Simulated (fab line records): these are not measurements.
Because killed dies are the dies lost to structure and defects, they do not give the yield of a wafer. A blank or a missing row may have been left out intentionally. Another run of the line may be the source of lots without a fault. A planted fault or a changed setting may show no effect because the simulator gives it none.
Split-lot trial || flow n5Finfet || on a route of 1938 steps: 7 lots, 21 wafers read

## ON THE SPLIT
At N5_SD_EPI_N_COAT_03 (resist thk 150 nm), the setting spinRpm was moved away from the recipe's 1500 rpm on 4 of the 21 wafers read, by -7.6% to -5.5%. All remaining wafers had this setting at the recipe value.

## SPLIT TO READING: what lies between them in the file, 1 step
- N5_SD_EPI_N_DEVELOP_08: develop time 30 s (also split here: developTimeS)

## THE READING
CAR-ArF-block_of_SD_EPI_N_COAT_03.thkNm (the simulator's own value, which no gauge read), in nm, at N5_SD_EPI_N_DESCUM_14 (chemistry O2, time 7.9 s). The file does not state a usual value for it. Across the 17 wafers here that went through the recipe, the average is 143.6 nm and the standard deviation 0.28 nm.

{"wafer": "L077.1", "tool, chamber at the split": "lithoTrack-05, 0", "spinRpm as run, rpm": 1500, "against the recipe": "recipe", "CAR-ArF-block_of_SD_EPI_N_COAT_03.thkNm, nm": 143, "against lot-mates on the recipe": "-"}
{"wafer": "L077.2", "tool, chamber at the split": "lithoTrack-05, 0", "spinRpm as run, rpm": 1500, "against the recipe": "recipe", "CAR-ArF-block_of_SD_EPI_N_COAT_03.thkNm, nm": 143.2, "against lot-mates on the recipe": "-"}
{"wafer": "L077.4", "tool, chamber at the split": "lithoTrack-05, 0", "spinRpm as run, rpm": 1406, "against the recipe": "-6.3%", "CAR-ArF-block_of_SD_EPI_N_COAT_03.thkNm, nm": 148, "against lot-mates on the recipe": "+4.9"}
{"wafer": "L078.2", "tool, chamber at the split": "lithoTrack-01, 0", "spinRpm as run, rpm": 1500, "against the recipe": "recipe", "CAR-ArF-block_of_SD_EPI_N_COAT_03.thkNm, nm": 143.4, "against lot-mates on the recipe": "-"}
{"wafer": "L078.3", "tool, chamber at the split": "lithoTrack-01, 0", "spinRpm as run, rpm": 1500, "against the recipe": "recipe", "CAR-ArF-block_of_SD_EPI_N_COAT_03.thkNm, nm": 143.8, "against lot-mates on the recipe": "-"}
{"wafer": "L078.6", "tool, chamber at the split": "lithoTrack-01, 0", "spinRpm as run, rpm": 1500, "against the recipe": "recipe", "CAR-ArF-block_of_SD_EPI_N_COAT_03.thkNm, nm": 143.6, "against lot-mates on the recipe": "-"}
{"wafer": "L079.2", "tool, chamber at the split": "lithoTrack-04, 0", "spinRpm as run, rpm": 1500, "against the recipe": "recipe", "CAR-ArF-block_of_SD_EPI_N_COAT_03.thkNm, nm": 143.4, "against lot-mates on the recipe": "-"}
{"wafer": "L079.3", "tool, chamber at the split": "lithoTrack-04, 0", "spinRpm as run, rpm": 1386, "against the recipe": "-7.6%", "CAR-ArF-block_of_SD_EPI_N_COAT_03.thkNm, nm": 149, "against lot-mates on the recipe": "+5.6"}
{"wafer": "L079.4", "tool, chamber at the split": "lithoTrack-04, 0", "spinRpm as run, rpm": 1386, "against the recipe": "-7.6%", "CAR-ArF-block_of_SD_EPI_N_COAT_03.thkNm, nm": 149.4, "against lot-mates on the recipe": "+6.0"}
{"wafer": "L087.1", "tool, chamber at the split": "lithoTrack-04, 0", "spinRpm as run, rpm": 1500, "against the recipe": "recipe", "CAR-ArF-block_of_SD_EPI_N_COAT_03.thkNm, nm": 143.6, "against lot-mates on the recipe": "-"}
{"wafer": "L087.2", "tool, chamber at the split": "lithoTrack-04, 0", "spinRpm as run, rpm": 1500, "against the recipe": "recipe", "CAR-ArF-block_of_SD_EPI_N_COAT_03.thkNm, nm": 143.6, "against lot-mates on the recipe": "-"}
{"wafer": "L087.6", "tool, chamber at the split": "lithoTrack-04, 0", "spinRpm as run, rpm": 1500, "against the recipe": "recipe", "CAR-ArF-block_of_SD_EPI_N_COAT_03.thkNm, nm": 143.6, "against lot-mates on the recipe": "-"}
{"wafer": "L090.1", "tool, chamber at the split": "lithoTrack-05, 0", "spinRpm as run, rpm": 1500, "against the recipe": "recipe", "CAR-ArF-block_of_SD_EPI_N_COAT_03.thkNm, nm": 143.6, "against lot-mates on the recipe": "-"}
{"wafer": "L090.5", "tool, chamber at the split": "lithoTrack-05, 0", "spinRpm as run, rpm": 1500, "against the recipe": "recipe", "CAR-ArF-block_of_SD_EPI_N_COAT_03.thkNm, nm": 143.4, "against lot-mates on the recipe": "-"}
{"wafer": "L090.6", "tool, chamber at the split": "lithoTrack-05, 0", "spinRpm as run, rpm": 1500, "against the recipe": "recipe", "CAR-ArF-block_of_SD_EPI_N_COAT_03.thkNm, nm": 143.2, "against lot-mates on the recipe": "-"}
{"wafer": "L092.1", "tool, chamber at the split": "lithoTrack-01, 0", "spinRpm as run, rpm": 1500, "against the recipe": "recipe", "CAR-ArF-block_of_SD_EPI_N_COAT_03.thkNm, nm": 144.2, "against lot-mates on the recipe": "-"}
{"wafer": "L092.5", "tool, chamber at the split": "lithoTrack-01, 0", "spinRpm as run, rpm": 1500, "against the recipe": "recipe", "CAR-ArF-block_of_SD_EPI_N_COAT_03.thkNm, nm": 144, "against lot-mates on the recipe": "-"}
{"wafer": "L092.6", "tool, chamber at the split": "lithoTrack-01, 0", "spinRpm as run, rpm": 1500, "against the recipe": "recipe", "CAR-ArF-block_of_SD_EPI_N_COAT_03.thkNm, nm": 143.6, "against lot-mates on the recipe": "-"}
{"wafer": "L095.3", "tool, chamber at the split": "lithoTrack-01, 0", "spinRpm as run, rpm": 1417, "against the recipe": "-5.5%", "CAR-ArF-block_of_SD_EPI_N_COAT_03.thkNm, nm": 148.6, "against lot-mates on the recipe": "+4.9"}
{"wafer": "L095.4", "tool, chamber at the split": "lithoTrack-01, 0", "spinRpm as run, rpm": 1500, "against the recipe": "recipe", "CAR-ArF-block_of_SD_EPI_N_COAT_03.thkNm, nm": 143.8, "against lot-mates on the recipe": "-"}
{"wafer": "L095.5", "tool, chamber at the split": "lithoTrack-01, 0", "spinRpm as run, rpm": 1500, "against the recipe": "recipe", "CAR-ArF-block_of_SD_EPI_N_COAT_03.thkNm, nm": 143.6, "against lot-mates on the recipe": "-"}

FIT RESULTS
A straight line over all 21 wafers: CAR-ArF-block_of_SD_EPI_N_COAT_03.thkNm changes by -0.761 nm for each +1% of spinRpm; r = -0.99; the points scatter about the line by 0.35 nm.
The same after taking each lot's own level away (the mean of its wafers on the recipe; 21 wafers): -0.786 nm for each +1%; r = -1.00; scatter 0.21 nm.
According to that fit, moving spinRpm by its largest amount changes the reading by 6 nm.
The lots' own levels span 143.10 to 143.93 nm, that is 2.9 times the standard deviation above.
The two slopes are in agreement: the lot-to-lot level therefore moves the slope only a little.
Check: for one of the wafers moved furthest among these (-7.6%), held out of the fit, the line's prediction against its lot-mates is +6.16 nm. Against them it came out at +5.6 nm.

## THE OTHER SPLITS THESE WAFERS WENT THROUGH
These wafers also went through other splits before the reading. Each is held against what the fit with the lots' levels taken away leaves over:
{"other split on the same wafers": "N5_FIN_SAQP_EXPOSE_13 doseMj", "wafers away from the commonest value": 4, "r with CAR-ArF-block_of_SD_EPI_N_COAT_03.thkNm (lot level and that fit taken away)": -0.35}
{"other split on the same wafers": "N5_FIN_SAQP_SPACER1_ALD_24 aldCycles", "wafers away from the commonest value": 3, "r with CAR-ArF-block_of_SD_EPI_N_COAT_03.thkNm (lot level and that fit taken away)": "+0.20"}
{"other split on the same wafers": "N5_DUMMY_GATE_PECVD_30 timeS", "wafers away from the commonest value": 4, "r with CAR-ArF-block_of_SD_EPI_N_COAT_03.thkNm (lot level and that fit taken away)": "+0.08"}
{"other split on the same wafers": "N5_SD_EPI_N_DEVELOP_08 developTimeS", "wafers away from the commonest value": 4, "r with CAR-ArF-block_of_SD_EPI_N_COAT_03.thkNm (lot level and that fit taken away)": -0.42}

## THE WHOLE CHAIN: every reading that the file lists as answering this split, in the file's order
{"step": "N5_SD_EPI_N_COAT_03", "what it does": "resist thk 150 nm", "reading": "CAR-ArF-block_of_SD_EPI_N_COAT_03.thkNm (the simulator's own value, which no gauge read)", "change (the file's fit)": "-0.786 nm for each +1% of the setting", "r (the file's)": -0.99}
{"step": "N5_SD_EPI_N_DESCUM_14", "what it does": "chemistry O2, time 7.9 s", "reading": "CAR-ArF-block_of_SD_EPI_N_COAT_03.thkNm (the simulator's own value, which no gauge read)", "change (the file's fit)": "-0.798 nm for each +1% of the setting", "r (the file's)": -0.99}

## FILE'S OWN FIT
CAR-ArF-block_of_SD_EPI_N_COAT_03.thkNm changes by -0.798 nm for each +1% of spinRpm, r = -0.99.
